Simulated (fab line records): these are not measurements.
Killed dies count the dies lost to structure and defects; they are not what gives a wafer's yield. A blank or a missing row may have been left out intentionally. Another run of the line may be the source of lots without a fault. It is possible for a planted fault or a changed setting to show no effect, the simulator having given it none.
Matching of chambers :: flow n5-finfet :: N5_BEOL_M2_ALD_98 on ald-sin-04 has 4 sister chambers
The step deposits SiO2, target thk 2.5 nm, pulse time 1 s, co reactant pulse time 1 s. 4 wafers are shown with their chamber, then 11 later ones without.

== WAFERS WITH THEIR CHAMBER ==
wafer: L079.4
chamber: 1
heater-power-w (W): 79

wafer: L090.4
chamber: 0
heater-power-w (W): 81

wafer: L090.6
chamber: 3
heater-power-w (W): 82

wafer: L091.1
chamber: 2
heater-power-w (W): 73

== WAFERS WITH NO CHAMBER GIVEN ==
wafer: L091.2
heater-power-w (W): 84

wafer: L091.4
heater-power-w (W): 78

wafer: L092.4
heater-power-w (W): 80

wafer: L092.5
heater-power-w (W): 71

wafer: L092.6
heater-power-w (W): 79

wafer: L096.1
heater-power-w (W): 86

wafer: L096.5
heater-power-w (W): 79

wafer: L096.6
heater-power-w (W): 79

wafer: L097.1
heater-power-w (W): 80

wafer: L097.3
heater-power-w (W): 73

wafer: L097.5
heater-power-w (W): 84

== CHAMBER TAKEN BY EACH ==
wafer: L091.2
from the rows above: can't be placed: 3 or 0 or 1
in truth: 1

wafer: L091.4
from the rows above: can't be placed: 1 or 0 or 3
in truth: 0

wafer: L092.4
from the rows above: can't be placed: 0 or 1 or 3
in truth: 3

wafer: L092.5
from the rows above: 2
in truth: 2

wafer: L092.6
from the rows above: can't be placed: 1 or 0 or 3
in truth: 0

wafer: L096.1
from the rows above: can't be placed: 3 or 0 or 1
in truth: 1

wafer: L096.5
from the rows above: can't be placed: 1 or 0 or 3
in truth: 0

wafer: L096.6
from the rows above: can't be placed: 1 or 0 or 3
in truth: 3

wafer: L097.1
from the rows above: can't be placed: 0 or 1 or 3
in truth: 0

wafer: L097.3
from the rows above: 2
in truth: 2

wafer: L097.5
from the rows above: can't be placed: 3 or 0 or 1
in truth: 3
Correct placement for 2 of the 11. Not placeable from these rows: 9 (in 9, the candidates include the true chamber). Placed wrongly: 0.
How it was worked out, from the rows above alone: a wafer's distance from a chamber is the root of the sum, over the readings, of the square of ((its reading less the chamber's mean) divided by the reading's scatter). If the next closest chamber is less than 2 further off than the closest, the wafer can't be placed; otherwise it belongs to the closest. A chamber's mean is the mean of its shown wafers. The scatter (one wafer shown for each chamber): square how far every hidden wafer sits from the nearest shown wafer, average those squares and take the square root.
